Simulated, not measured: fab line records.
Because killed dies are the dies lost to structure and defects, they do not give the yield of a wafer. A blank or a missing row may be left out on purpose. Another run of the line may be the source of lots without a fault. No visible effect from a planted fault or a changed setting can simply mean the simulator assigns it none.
Chamber matching | flow nand-harc | 3 sister chambers for NHARC_A_M1_PRE_CLEAN_32 on pecvd-04
The step time 12 s. 14 wafers are shown with their chamber, then 7 later ones without.

== WAFERS WITH THEIR CHAMBER ==
wafer  | chamber | heater-power-w (W)
L961.1 | 0       | 448
L961.5 | 2       | 589
L961.6 | 0       | 432
L963.1 | 0       | 441
L963.4 | 0       | 449
L963.6 | 2       | 570
L962.1 | 2       | 587
L962.4 | 2       | 584
L962.6 | 0       | 447
L976.1 | 0       | 473
L976.5 | 2       | 539
L976.6 | 1       | 799
L977.1 | 1       | 762
L977.2 | 0       | 516

SIGNATURES, as means of the wafers listed above
reading        | chamber 0 | chamber 1 | chamber 2 | scatter within a chamber
heater-power-w | 458.00    | 780.50    | 573.80    | 25.7
Rule: for each reading, subtract the chamber's mean from the wafer's reading, divide by that reading's scatter and square the result; add these up over the readings and take the root, which gives the wafer's distance from the chamber. The wafer belongs to the nearest chamber; if the next one is less than 2 further off, it can't be placed. The scatter: take each reading less its chamber's mean, square it, sum over the shown wafers, divide by the number of wafers less the number of chambers, and take the root.

== WAFERS WITHOUT THEIR CHAMBER ==
wafer  | heater-power-w (W)
L977.3 | 600
L979.1 | 801
L979.2 | 510
L979.6 | 520
L981.1 | 546
L981.3 | 477
L981.6 | 787

== THE CHAMBER EACH PASSED THROUGH ==
wafer  | from the rows above     | in truth
L977.3 | 2                       | 2
L979.1 | 1                       | 1
L979.2 | can't be placed: 0 or 2 | 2
L979.6 | can't be placed: 2 or 0 | 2
L981.1 | 2                       | 2
L981.3 | 0                       | 0
L981.6 | 1                       | 1
Correct placement for 5 of the 7. Can't be placed from these rows: 2 (the true chamber is among the candidates in 2). Placed wrongly: 0.
